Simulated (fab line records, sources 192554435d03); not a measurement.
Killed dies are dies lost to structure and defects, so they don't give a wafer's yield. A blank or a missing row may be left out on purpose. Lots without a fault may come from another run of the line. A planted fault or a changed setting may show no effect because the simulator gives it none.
One fault seen from 2 desks | flow n5_finfet | each desk has only its own numbers; what lay behind them comes last

THE TOOL OWNER'S DESK: cmp-02
The tool's own readings at N5_BEOL_M5_CMP_52 (polishes, stops on SiCOH lowk, t overpolish 6.9 s, target thk 62 nm): means of the sampled wafers that have a number, for each lot that ran on this tool. A lot is out of limits, marked OUT, if its mean lies more than 4 standard deviations from the usual mean; the brackets give that distance.
Columns: A = barrier_field_endpoint_s at N5_BEOL_M5_CMP_52, usual 24.6 s; B = motor_current_A at N5_BEOL_M5_CMP_52, usual 6.0 A; C = overpolish_run_s at N5_BEOL_M5_CMP_52, usual 6.900 s; D = time_to_endpoint_s at N5_BEOL_M5_CMP_52, usual 62.0 s
lot  | first seen here | A    | B   | C     | D
L855 | day 10 02:25    | 24.6 | 5.7 | 6.903 | 63.5
L859 | day 10 10:31    | 24.3 | 5.9 | 6.894 | 61.7
L860 | day 10 20:12    | 24.4 | 5.4 | 6.903 | 57.7
L868 | day 12 15:17    | 24.6 | 5.4 | 6.896 | 61.7
L867 | day 12 19:58    | 24.2 | 5.3 | 6.898 | 58.7
This desk's finding: nothing out of limits on any of the 5 lots.

THE DEFECT DESK
What the inspections along the route counted, lot by lot: means of the sampled wafers that have a number. A lot is out of limits, marked OUT, if its mean lies more than 4 standard deviations from the usual mean; the brackets give that distance.
Columns: A = raw_defect_count at N5_BEOL_M5_INSPECT_58, usual 63; B = raw_defect_count at N5_BEOL_M6_INSPECT_13, usual 391; C = raw_defect_count at N5_BEOL_M6_INSPECT_30, usual 406
lot  | first seen here | A              | B   | C
L855 | day 10 02:59    | 68             | 506 | 504
L858 | day 10 08:00    | 54             | 400 | 405
L859 | day 10 11:06    | 61             | 362 | 361
L860 | day 10 20:48    | 76             | 583 | 592
L868 | day 12 15:50    | 177 (+6.3) OUT | 620 | 618
L867 | day 12 20:33    | 265 (+11) OUT  | 572 | 638
L869 | day 13 06:24    | 57             | 393 | 456
L871 | day 13 10:03    | 68             | 357 | 421
L875 | day 14 19:36    | 66             | 339 | 394
This desk's finding: out of limits on L867, L868; first on L868, day 12 15:50 (raw_defect_count at N5_BEOL_M5_INSPECT_58). In limits: L855, L858, L859, L860, L869, L871, L875.

PUT TOGETHER
The defect desk could have raised an alarm at day 12 15:50, on L867, L868.
The tool owner's desk saw nothing out of limits.
The tool owner's desk has L867, L868 on record, within its limits.
Of the lots named, all ran N5_BEOL_M5_CMP_52 on cmp-02.

WHAT THE SIMULATOR HAD PUT IN
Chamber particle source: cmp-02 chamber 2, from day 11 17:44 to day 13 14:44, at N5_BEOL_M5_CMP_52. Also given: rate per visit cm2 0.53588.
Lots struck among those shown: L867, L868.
Hours from the fault's start to each desk's first reading out of limits: the defect desk, 22.
